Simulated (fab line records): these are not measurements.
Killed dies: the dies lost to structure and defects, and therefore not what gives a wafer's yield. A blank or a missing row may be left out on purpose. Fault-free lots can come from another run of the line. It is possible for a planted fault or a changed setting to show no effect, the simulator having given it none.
Which tool was responsible? -- flow n5-finfet -- 26 wafers from 10 lots sampled at 3 of the route's 1938 steps

== WHAT EACH GAUGE READ, for each wafer ==
N5_BEOL_M9_CD_MEAS_28: target cd 70 nm.
lot,measured,on,cd-nm (nm)
L232,day 10 07:31,cd-sem-02,70.05 69.83
L233,day 10 16:28,cd-sem-01,69.55 69.41
L237,day 11 02:52,cd-sem-03,69.86 69.85
L236,day 11 10:57,cd-sem-03,70.16 69.46
L239,day 12 01:16,cd-sem-01,70.03 70.08 69.81
L242,day 13 00:09,cd-sem-02,57.58 58.05 58.22
L244,day 13 07:13,cd-sem-01,59.55 59.67 59.51
L247,day 14 01:36,cd-sem-02,69.81 69.62 70.14
L254,day 15 07:13,cd-sem-02,70.07 69.81 69.52
L253,day 15 22:32,cd-sem-01,70.00 70.09 70.34

== WHICH TOOL RAN EACH LOT (tool, then ch and the chambers of the sampled wafers, then the start) ==
lot,N5_BEOL_M9_ETCH_61,N5_BEOL_M9_EXPOSE_25
L232,"rie-diel-03 ch 0,3, day 10 05:07","euv-scanner-02 ch 0, day 10 07:24"
L233,"rie-diel-03 ch 0, day 10 14:52","euv-scanner-01 ch 0, day 10 16:20"
L237,"rie-diel-01 ch 1,2, day 11 02:06","euv-scanner-02 ch 0, day 11 02:44"
L236,"rie-diel-03 ch 0,2, day 11 09:50","euv-scanner-01 ch 0, day 11 10:49"
L239,"rie-diel-02 ch 2,3, day 11 23:37","euv-scanner-02 ch 0, day 12 01:08"
L242,"rie-diel-03 ch 1,2,3, day 12 22:05","euv-scanner-02 ch 0, day 13 00:01"
L244,"rie-diel-02 ch 0,1,3, day 13 05:01","euv-scanner-02 ch 0, day 13 07:05"
L247,"rie-diel-02 ch 0,1, day 14 00:21","euv-scanner-01 ch 0, day 14 01:28"
L254,"rie-diel-01 ch 2,3, day 15 04:28","euv-scanner-01 ch 0, day 15 07:05"
L253,"rie-diel-01 ch 0,1, day 15 21:30","euv-scanner-01 ch 0, day 15 22:25"
- N5_BEOL_M9_ETCH_61: etches SiARC in CF4, target depth 39 nm, time 65 s.
- N5_BEOL_M9_EXPOSE_25: exposes mask V8.

== THE ANSWER, worked out from the rows above alone ==
Rule: what is usual is taken from the lots themselves. The widest of any qualifying gaps counts: lots, ordered by their means at a reading, are off when they make up no more than a third of the lots, leave a main group of 4 or more, and stand apart from it by 3 or more times the standard deviation of that group's means. The tables above print the reading to a certain number of digits; a main group whose means all agree to those digits is not used. Also off: a lot with no number at a reading for which 4 or more lots have one. All remaining lots with rows at the step are treated as sound.
Off, at N5_BEOL_M9_CD_MEAS_28 on cd-nm: L242, L244. The main group has a mean of 69.86 nm with a standard deviation of 0.18.
If a tool, at a process step before that reading, ran all the lots that are off and no sound lot after the first of them, it fits. Those tools and the gauges at N5_BEOL_M9_CD_MEAS_28 are tried in the same way. One fits: euv-scanner-02 at N5_BEOL_M9_EXPOSE_25. A fault onset in the window from L239 (day 12 01:08, its last sound lot) to L242 (day 13 00:01, its first lot off) fits.

== WHAT THE SIMULATOR PUT IN ==
Drift in process parameters on euv-scanner-02 at N5_BEOL_M9_EXPOSE_25, starting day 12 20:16. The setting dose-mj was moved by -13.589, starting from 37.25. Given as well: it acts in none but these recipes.
Struck lots among those shown: L242, L244. The same result came from the rule above.
